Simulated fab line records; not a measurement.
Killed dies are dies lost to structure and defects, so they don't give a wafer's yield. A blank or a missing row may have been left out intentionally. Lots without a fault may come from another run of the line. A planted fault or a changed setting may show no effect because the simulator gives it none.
Matching of chambers + flow n5_finfet + N5_BEOL_M4_CO_CAP_55 on cvd_co-02 has 3 sister chambers
The step material Co, precursor CCTBA/H2, target thk 2 nm, time 102.1 s. 3 wafers are shown with their chamber, then 8 later ones without.

WAFERS WITH THEIR CHAMBER
| wafer  | chamber | heater_power_w (W) |
|--------|---------|--------------------|
| L952.6 | 2       | 242                |
| L966.3 | 1       | 219                |
| L965.2 | 0       | 237                |

WAFERS WHOSE CHAMBER IS MISSING
| wafer  | heater_power_w (W) |
|--------|--------------------|
| L965.4 | 222                |
| L965.5 | 249                |
| L964.1 | 243                |
| L964.4 | 247                |
| L964.5 | 219                |
| L967.2 | 228                |
| L967.3 | 248                |
| L967.6 | 242                |

WHICH CHAMBER EACH ONE RAN IN
| wafer  | from the rows above          | in truth |
|--------|------------------------------|----------|
| L965.4 | 1                            | 1        |
| L965.5 | can't be placed: 2 or 0      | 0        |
| L964.1 | can't be placed: 2 or 0      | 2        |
| L964.4 | can't be placed: 2 or 0      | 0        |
| L964.5 | 1                            | 1        |
| L967.2 | can't be placed: 0 or 1 or 2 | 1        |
| L967.3 | can't be placed: 2 or 0      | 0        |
| L967.6 | can't be placed: 2 or 0      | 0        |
2 of 8 placed correctly. Not placeable from these rows: 6 (in 6, the candidates include the true chamber). Placed wrongly: 0.
How it was worked out, from the rows above alone: a wafer's distance from a chamber is the root of the sum, over the readings, of the square of ((its reading less the chamber's mean) divided by the reading's scatter). If the next closest chamber is less than 2 further off than the closest, the wafer can't be placed; otherwise it belongs to the closest. The mean given for a chamber averages the wafers shown for that chamber. The scatter (one wafer shown for each chamber): square how far every hidden wafer sits from the nearest shown wafer, average those squares and take the square root.
